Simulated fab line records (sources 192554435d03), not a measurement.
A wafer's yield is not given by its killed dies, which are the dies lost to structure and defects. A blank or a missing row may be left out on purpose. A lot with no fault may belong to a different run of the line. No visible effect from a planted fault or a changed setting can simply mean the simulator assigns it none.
Problem report in the 8D (eight disciplines) form, filled by code / flow n5Finfet / the parts of the form that need people (team, actions taken, sign-off) are left out

1. PROBLEM STATEMENT
At N5_MOL_CONTACT_COAG_INSPECT_42, rawDefectCount averages 564 over 2 wafers from 2 lots, while fault-free wafers read 209, standard deviation 63. Relative to the usual mean, that is a shift of +5.6 standard deviations.
The step: inspects for defects (brightfield).
The first sign was on wafer L474.1 at day 7 19:48, on defectInspect-01. Wafers with a number at this step in the record: 29, from 10 lots. Rule for "out", or "out of limits": more than 4 standard deviations from the usual mean. All remaining wafers that have a number are taken as sound.

2. WHAT IT IS; WHAT IT IS NOT
question=which readings at this step | is=rawDefectCount | is not=-
question=which lots | is=L474, L475 | is not=L464, L466, L467, L468, L469, L481, L486, L487
question=which wafers of those lots | is=L474.1, L475.4 | is not=L474.5, L474.6, L475.5, L475.6
question=read on which gauges | is=defectInspect-01 | is not=defectInspect-02
question=when | is=from day 7 19:48 | is not=up to then (17 sound wafers); but 10 sound wafers of L475, L481, L486, L487 came after

3. THE SUSPECTS, EACH WITH WHAT RULES IT OUT
Counting: any tool at a process step up to the reading remains a suspect provided it ran every lot that is out. Sound lots after the first of them don't rule it out here, since some wafers of a struck lot are sound.
- the gauge at N5_MOL_CONTACT_COAG_INSPECT_42: ruled out. All the wafers that are out were read on defectInspect-01, but those of them that N5_PASSIVATION_PROBE_49 has rows for are out there too, on other tools.
- rieDiel-01 at N5_MOL_CONTACT_COAG_DESCUM_88 (chemistry O2, time 7 s): kept. Ran every lot that is out, first one L474 (day 7 18:32); last sound lot up to then L468 (day 6 03:31).
- aldSin-04 at N5_MOL_CONTACT_COAG_ALD_131 (deposits SiO2, target thk 5 nm, pulse time 1 s, co reactant pulse time 1 s): kept. Ran every lot that is out, first one L474 (day 7 18:40); last sound lot up to then L468 (day 6 03:38).
- In aldSin-04 at N5_MOL_CONTACT_COAG_ALD_131, the wafers that are out were processed in chamber 2 and their sound lot-mates in chambers 0, 3.
What counting leaves: rieDiel-01 at N5_MOL_CONTACT_COAG_DESCUM_88 and aldSin-04 at N5_MOL_CONTACT_COAG_ALD_131.

4. THE CAUSE (what the simulator had put in)
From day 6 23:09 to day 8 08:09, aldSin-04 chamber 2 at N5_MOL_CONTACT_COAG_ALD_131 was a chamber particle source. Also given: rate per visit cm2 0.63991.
Of the 2 suspects that counting leaves, this tool is one.

5. SEQUENCE OF EFFECTS, ordered by route
Each row: a reading where the mean over the struck wafers with a number is more than 3 standard deviations away from the usual. Only readings for which the record gives a usual standard deviation are gone through. hours: the time from each lot's start at the first step in this table that gives one to its start at this step, as a median over the lots. sigmas: the change in usual standard deviations.
hours=0; step=N5_MOL_CONTACT_COAG_INSPECT_42; reading=rawDefectCount; usual=209; on struck wafers=564; change=+355; sigmas=+5.6
hours=169; step=N5_PASSIVATION_PROBE_49; reading=killedAtContacts; usual=11; on struck wafers=128; change=+118; sigmas=+20
hours=169; step=N5_PASSIVATION_PROBE_49; reading=killedDies; usual=100; on struck wafers=213; change=+113; sigmas=+6.6
Here are the process steps it includes:
- N5_PASSIVATION_PROBE_49

6. WHAT WOULD HAVE CAUGHT IT SOONER
In this record the first reading out of limits at a measuring or inspecting step was taken at day 7 19:48, 21 hours after the fault began at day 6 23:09.
An alarm limit of 4 standard deviations would not have fired on the tool readings at N5_MOL_CONTACT_COAG_ALD_131 for which the record gives a usual standard deviation, since none of them was out on any struck wafer.
Of the lots that are out (2), L475 began N5_MOL_CONTACT_COAG_ALD_131 on aldSin-04 after day 7 19:48. A hold on the tool at that time would have spared it.
